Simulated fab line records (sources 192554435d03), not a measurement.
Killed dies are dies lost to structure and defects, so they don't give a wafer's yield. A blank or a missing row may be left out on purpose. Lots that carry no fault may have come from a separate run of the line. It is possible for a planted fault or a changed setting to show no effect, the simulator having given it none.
What tool caused it? | flow n5 finfet | 10 lots, 29 wafers sampled, at 3 steps of a route of 1938

WHAT THE GAUGES SHOWED, per wafer
N5_FIN_SAQP_CD_MEAS_31 targets a cd of 8 nm.
lot  | measured    | on        | cd nm (nm)
L233 | day 2 02:35 | cd sem-02 | 8.13 7.88 8.01
L234 | day 2 07:46 | cd sem-01 | 8.13 8.15 8.29
L236 | day 2 20:02 | cd sem-02 | 8.12 8.21 8.12
L237 | day 3 01:38 | cd sem-01 | 7.85 7.93 8.13
L238 | day 3 07:04 | cd sem-01 | 8.32 7.91
L240 | day 3 19:54 | cd sem-03 | 8.11 8.17 8.10
L246 | day 5 10:01 | cd sem-02 | 13.73 8.21 13.67
L247 | day 5 13:48 | cd sem-03 | 13.68 13.67 13.87
L255 | day 7 14:33 | cd sem-02 | 8.34 7.87 8.36
L256 | day 7 19:30 | cd sem-03 | 8.13 8.37 8.21

WHICH TOOL RAN EACH LOT (tool, then ch and the chambers of the sampled wafers, then the start)
lot  | N5_FIN_SAQP_RECESS_75             | N5_FIN_SAQP_SPACER2_ALD_28
L233 | vapor etch-02 ch 0,1, day 1 23:27 | ald sin-02 ch 1,3, day 2 02:03
L234 | vapor etch-02 ch 0,1, day 2 04:55 | ald sin-02 ch 2,3, day 2 07:14
L236 | vapor etch-02 ch 0,1, day 2 17:11 | ald sin-04 ch 0,2, day 2 19:31
L237 | vapor etch-02 ch 0,1, day 2 22:35 | ald sin-01 ch 1,3, day 3 01:07
L238 | vapor etch-02 ch 0,1, day 3 04:16 | ald sin-04 ch 1,2, day 3 06:32
L240 | vapor etch-02 ch 0,1, day 3 16:41 | ald sin-02 ch 0,2,3, day 3 19:22
L246 | vapor etch-02 ch 0,1, day 5 05:46 | ald sin-02 ch 0,2, day 5 09:14
L247 | vapor etch-01 ch 0,1, day 5 10:36 | ald sin-02 ch 0,2,3, day 5 13:17
L255 | vapor etch-02 ch 0,1, day 7 11:40 | ald sin-01 ch 0,2,3, day 7 13:52
L256 | vapor etch-01 ch 0,1, day 7 16:37 | ald sin-04 ch 1,3, day 7 18:57
- N5_FIN_SAQP_RECESS_75: chemistry HF/NH3, target SiO2, target depth 14.4 nm, afs cycles 3, sublimation time 60 s.
- N5_FIN_SAQP_SPACER2_ALD_28: deposits SiO2, target thk 8.1 nm, pulse time 1 s, purge time 2 s.

THE ANSWER, worked out from the rows above alone
Rule: what is usual is taken from the lots themselves. The widest of any qualifying gaps counts: lots, ordered by their means at a reading, are off when they make up no more than a third of the lots, leave a main group of 4 or more, and stand apart from it by 3 or more times the standard deviation of that group's means. A main group is skipped when, at the precision printed for the reading in the tables above, its means are all equal. Also off: a lot with no number at a reading for which 4 or more lots have one. Any other lot the step has rows for is counted as sound.
Off: L246, L247 (N5_FIN_SAQP_CD_MEAS_31, cd nm). For the main group the mean is 8.12 nm and the standard deviation 0.086.
A tool fits if, at a process step before that reading, it ran every lot that is off, and no sound lot after the first of them. The gauges at N5_FIN_SAQP_CD_MEAS_31 are tried like those tools. One fits: N5_FIN_SAQP_SPACER2_ALD_28 on ald sin-02. Its last sound lot is L240 (day 3 19:22), its first lot that is off L246 (day 5 09:14): a fault that began between those two fits.

WHAT HAD BEEN PUT IN BY THE SIMULATOR
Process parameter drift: ald sin-02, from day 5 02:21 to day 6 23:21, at N5_FIN_SAQP_SPACER2_ALD_28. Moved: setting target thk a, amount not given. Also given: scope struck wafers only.
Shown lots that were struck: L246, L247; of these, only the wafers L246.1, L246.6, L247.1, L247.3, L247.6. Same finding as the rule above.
